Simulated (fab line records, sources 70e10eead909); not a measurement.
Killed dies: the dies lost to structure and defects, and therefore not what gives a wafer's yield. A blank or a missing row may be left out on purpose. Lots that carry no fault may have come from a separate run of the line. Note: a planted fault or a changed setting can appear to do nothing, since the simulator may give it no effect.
Matching of chambers ; flow nandHarc ; 4 sister chambers for NHARC_A_WL_FILL_STRIP_29 on rieDiel-09
The step strips in O2, time 20 s. 4 wafers are shown with their chamber, then 7 later ones without.

## WAFERS WITH THEIR CHAMBER
wafer;chamber;drypumpMotorCurrentA (A)
L084.6;3;5.0
L090.5;2;5.4
L090.6;1;5.8
L093.4;0;5.4

## WAFERS WITHOUT THEIR CHAMBER
wafer;drypumpMotorCurrentA (A)
L093.6;5.4
L097.3;5.3
L097.5;5.4
L097.6;5.0
L096.1;5.4
L096.3;5.0
L096.4;5.8

## THE CHAMBER EACH PASSED THROUGH
wafer;from the rows above;in truth
L093.6;can't be placed: 0 or 2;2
L097.3;can't be placed: 0 or 2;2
L097.5;can't be placed: 0 or 2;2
L097.6;3;3
L096.1;can't be placed: 0 or 2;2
L096.3;3;3
L096.4;1;1
Correct placement for 3 of the 7. Not placeable from these rows: 4 (in 4, the candidates include the true chamber). Wrongly placed: 0.
How it was worked out, from the rows above alone: a wafer's distance from a chamber is the root of the sum, over the readings, of the square of ((its reading less the chamber's mean) divided by the reading's scatter). The wafer belongs to the nearest chamber; if the next one is less than 2 further off, it can't be placed. The mean given for a chamber averages the wafers shown for that chamber. The scatter (one wafer shown for each chamber): square how far every hidden wafer sits from the nearest shown wafer, average those squares and take the square root.
